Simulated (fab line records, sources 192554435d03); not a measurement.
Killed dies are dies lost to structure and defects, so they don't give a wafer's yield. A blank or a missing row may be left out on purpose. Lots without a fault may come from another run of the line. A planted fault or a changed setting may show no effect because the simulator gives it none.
Split-lot experiment | flow n5_finfet | 7 lots, 39 wafers read, on a route of 1938 steps

THE SPLIT
At N5_FIN_SAQP_ETCH_65 (etches SiO2 in CF4, target depth 4 nm, time 4.4 s), the setting time_s was moved away from the recipe's 4.4 s on 15 of the 39 wafers read, by -49.8% to +45.1%. The other wafers ran this setting at the recipe's value.

The reading is taken at the split's own step.

THE READING
etch.depth_nm (the simulator's own value, which no gauge read), in nm, at N5_FIN_SAQP_ETCH_65 (etches SiO2 in CF4, target depth 4 nm, time 4.4 s). The file gives no usual value for it. The 24 wafers here that ran the recipe average 4.016 nm, standard deviation 0.038 nm.

wafer  | tool, chamber at the split | time_s as run, s | against the recipe | etch.depth_nm, nm | against lot-mates on the recipe
L083.1 | rie_si-06, 1               | 4.4              | recipe             | 4.002             | -
L083.2 | rie_si-06, 2               | 4.4              | recipe             | 4.045             | -
L083.3 | rie_si-06, 0               | 3.212            | -27.0%             | 2.948             | -1.088
L083.4 | rie_si-06, 3               | 3.212            | -27.0%             | 2.889             | -1.147
L083.5 | rie_si-06, 1               | 3.212            | -27.0%             | 2.914             | -1.122
L083.6 | rie_si-06, 2               | 4.4              | recipe             | 4.06              | -
L085.1 | rie_si-02, 0               | 3.62             | -17.7%             | 3.375             | -0.633
L085.2 | rie_si-02, 1               | 4.4              | recipe             | 3.959             | -
L085.3 | rie_si-02, 2               | 4.4              | recipe             | 4.059             | -
L085.4 | rie_si-02, 3               | 3.62             | -17.7%             | 3.267             | -0.741
L085.5 | rie_si-02, 3               | 4.4              | recipe             | 4.005             | -
L085.6 | rie_si-02, 0               | 3.62             | -17.7%             | 3.382             | -0.626
L086.1 | rie_si-02, 0               | 4.4              | recipe             | 4.105             | -
L086.2 | rie_si-02, 1               | 4.4              | recipe             | 3.957             | -
L086.3 | rie_si-02, 3               | 6.386            | +45.1%             | 5.784             | +1.773
L086.4 | rie_si-02, 2               | 6.386            | +45.1%             | 5.832             | +1.821
L086.5 | rie_si-02, 1               | 4.4              | recipe             | 3.972             | -
L086.6 | rie_si-02, 2               | 6.386            | +45.1%             | 5.834             | +1.823
L087.1 | rie_si-02, 0               | 6.244            | +41.9%             | 5.878             | +1.868
L087.2 | rie_si-02, 2               | 6.244            | +41.9%             | 5.726             | +1.716
L087.3 | rie_si-02, 3               | 6.244            | +41.9%             | 5.667             | +1.657
L087.4 | rie_si-02, 1               | 4.4              | recipe             | 4.005             | -
L087.5 | rie_si-02, 2               | 4.4              | recipe             | 4.037             | -
L087.6 | rie_si-02, 3               | 4.4              | recipe             | 3.988             | -
L088.1 | rie_si-06, 0               | 4.4              | recipe             | 3.993             | -
L088.4 | rie_si-06, 3               | 4.4              | recipe             | 3.952             | -
L088.5 | rie_si-06, 1               | 4.4              | recipe             | 4.011             | -
L091.1 | rie_si-03, 2               | 2.208            | -49.8%             | 2.004             | -2.024
L091.2 | rie_si-03, 1               | 4.4              | recipe             | 4.037             | -
L091.3 | rie_si-03, 3               | 4.4              | recipe             | 4.068             | -
L091.4 | rie_si-03, 0               | 4.4              | recipe             | 3.979             | -
L091.5 | rie_si-03, 3               | 2.208            | -49.8%             | 2.025             | -2.003
L091.6 | rie_si-03, 2               | 2.208            | -49.8%             | 2.017             | -2.011
L095.1 | rie_si-06, 2               | 4.4              | recipe             | 4.056             | -
L095.2 | rie_si-06, 3               | 4.4              | recipe             | 3.993             | -
L095.3 | rie_si-06, 1               | 4.4              | recipe             | 4.021             | -
L095.4 | rie_si-06, 0               | 4.4              | recipe             | 4.026             | -
L095.5 | rie_si-06, 1               | 4.4              | recipe             | 4.046             | -
L095.6 | rie_si-06, 0               | 4.4              | recipe             | 4.003             | -

THE FIT
A straight line over all 39 wafers: etch.depth_nm changes by +0.0404 nm for each +1% of time_s; r = +1.00; the points scatter about the line by 0.048 nm.
The same after taking each lot's own level away (the mean of its wafers on the recipe; 39 wafers): +0.0406 nm for each +1%; r = +1.00; scatter 0.048 nm.
On that fit, the largest move of time_s shifts the reading by 2 nm.
The lots' own levels span 3.9853 to 4.0357 nm, that is 1.3 times the standard deviation above.
So the lot-to-lot level changes the slope little: the two slopes agree.
Check: with one of the wafers moved furthest among these (-49.8%) left out of the fit, the line predicts -2.02 nm for it against its lot-mates. It came out at -2.02 nm against them.

THE FILE'S OWN FIT
etch.depth_nm changes by +0.0406 nm for each +1% of time_s, r = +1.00.
